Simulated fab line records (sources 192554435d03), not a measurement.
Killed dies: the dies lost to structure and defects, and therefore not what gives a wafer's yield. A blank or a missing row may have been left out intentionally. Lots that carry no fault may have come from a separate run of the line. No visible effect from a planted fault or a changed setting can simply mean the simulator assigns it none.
The tool behind it: which one? ; flow n5-finfet ; 8 lots, 24 wafers sampled, at 4 steps of a route of 1938

== WHAT EACH GAUGE READ, for each wafer ==
N5_GATE_CUT_INSPECT_26: inspects for defects (darkfield).
lot;measured;on;raw-defect-count
L398;day 4 17:38;defect-inspect-01;16 15 34
L399;day 5 04:36;defect-inspect-02;27 23 34
L404;day 6 10:41;defect-inspect-02;45 26 38
L405;day 6 12:42;defect-inspect-02;31 51 27
L406;day 6 13:32;defect-inspect-02;40 21 21
L413;day 8 09:37;defect-inspect-02;26 1204 26
L419;day 9 21:27;defect-inspect-01;23 30 40
L420;day 10 09:20;defect-inspect-02;48 79 72

== WHICH TOOL RAN EACH LOT (tool, then ch and the chambers of the sampled wafers, then the start) ==
lot;N5_GATE_CUT_STRIP_41;N5_GATE_CUT_CMP_23;N5_GATE_CUT_CMP_61
L398;rie-diel-05 ch 1,2,3, day 4 14:30;cmp-04 ch 0,1,3, day 4 16:36;cmp-03 ch 0,2,3, day 4 17:25
L399;rie-diel-06 ch 0,1,3, day 5 01:26;cmp-03 ch 1,2, day 5 03:34;cmp-02 ch 0,3, day 5 04:24
L404;rie-diel-03 ch 1,3, day 6 06:36;cmp-04 ch 0,2, day 6 09:38;cmp-03 ch 1,2, day 6 10:27
L405;rie-diel-03 ch 1,2, day 6 09:17;cmp-02 ch 0,3, day 6 11:40;cmp-03 ch 0,1, day 6 12:30
L406;rie-diel-03 ch 1,2,3, day 6 10:07;cmp-04 ch 0,1, day 6 12:29;cmp-03 ch 0,1,2, day 6 13:22
L413;rie-diel-06 ch 0,2,3, day 8 06:18;cmp-03 ch 2,3, day 8 08:35;cmp-03 ch 0,1,2, day 8 09:26
L419;rie-diel-06 ch 1,2,3, day 9 18:19;cmp-04 ch 0,3, day 9 20:25;cmp-02 ch 1,3, day 9 21:15
L420;rie-diel-05 ch 2,3, day 10 06:12;cmp-03 ch 0,1, day 10 08:18;cmp-04 ch 0,1,3, day 10 09:11
- N5_GATE_CUT_STRIP_41: strips in CF4.
- N5_GATE_CUT_CMP_23: polishes, stops on SiO2, t overpolish 23.4 s, target thk 16 nm.
- N5_GATE_CUT_CMP_61: polishes, stops on SiNx, t overpolish 3 s.

== THE ANSWER, worked out from the rows above alone ==
Rule: the usual values come from the lots themselves. Put in order of their means at a reading, lots are off if they are a third of the lots or fewer, leave a main group of 4 or more, and stand apart from it by a gap of 3 or more times the standard deviation of the main group's means; of several such gaps the widest counts. If all means in a main group match to the digits the tables above print for the reading, that group is not used. A lot without any number at a reading at which 4 lots or more have one is off too. Any other lot the step has rows for is counted as sound.
Off: L413 (N5_GATE_CUT_INSPECT_26, raw-defect-count). The main group has a mean of 35 with a standard deviation of 14.
If a tool, at a process step before that reading, ran all the lots that are off and no sound lot after the first of them, it fits. Those tools and the gauges at N5_GATE_CUT_INSPECT_26 are tried in the same way. One candidate fits, namely cmp-03 at N5_GATE_CUT_CMP_61. Its last sound lot is L406 (day 6 13:22), its first lot that is off L413 (day 8 09:26): a fault that began between those two fits.

== WHAT THE SIMULATOR HAD INSERTED ==
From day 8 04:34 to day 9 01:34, cmp-03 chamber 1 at N5_GATE_CUT_CMP_61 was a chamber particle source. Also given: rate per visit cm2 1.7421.
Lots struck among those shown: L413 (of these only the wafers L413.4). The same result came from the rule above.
